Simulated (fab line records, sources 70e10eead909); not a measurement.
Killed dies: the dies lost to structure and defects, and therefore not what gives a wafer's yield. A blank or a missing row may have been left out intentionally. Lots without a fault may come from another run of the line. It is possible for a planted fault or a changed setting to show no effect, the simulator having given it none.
Matching of chambers | flow nand harc | 4 sister chambers for NHARC_P_GATE_STRIP_108 on rie diel-01
The step strips in O2. 4 wafers are shown with their chamber, then 9 later ones without.

## WAFERS PAIRED WITH THEIR CHAMBERS
wafer  | chamber | drypump motor current A (A)
L087.4 | 2       | 6.1
L094.1 | 0       | 6.1
L094.2 | 1       | 5.6
L094.3 | 3       | 4.8

## WAFERS WITH NO CHAMBER GIVEN
wafer  | drypump motor current A (A)
L094.4 | 6.2
L094.5 | 6.2
L094.6 | 5.6
L093.1 | 4.8
L093.3 | 6.2
L093.4 | 5.6
L095.4 | 6.1
L095.5 | 6.1
L095.6 | 5.6

## CHAMBER TAKEN BY EACH
wafer  | from the rows above     | in truth
L094.4 | can't be placed: 0 or 2 | 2
L094.5 | can't be placed: 0 or 2 | 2
L094.6 | 1                       | 1
L093.1 | 3                       | 3
L093.3 | can't be placed: 0 or 2 | 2
L093.4 | 1                       | 1
L095.4 | can't be placed: 0 or 2 | 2
L095.5 | can't be placed: 0 or 2 | 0
L095.6 | 1                       | 1
4 of 9 placed correctly. Unplaceable from these rows: 5, with the true chamber sitting among the candidates in 5. 0 placed wrongly.
How it was worked out, from the rows above alone: a wafer's distance from a chamber is the root of the sum, over the readings, of the square of ((its reading less the chamber's mean) divided by the reading's scatter). If the next closest chamber is less than 2 further off than the closest, the wafer can't be placed; otherwise it belongs to the closest. For every chamber, the mean is computed from those of its wafers that are shown. The scatter: with one shown wafer a chamber, the root of the mean of the squares of how far each hidden wafer lies from its nearest shown one.
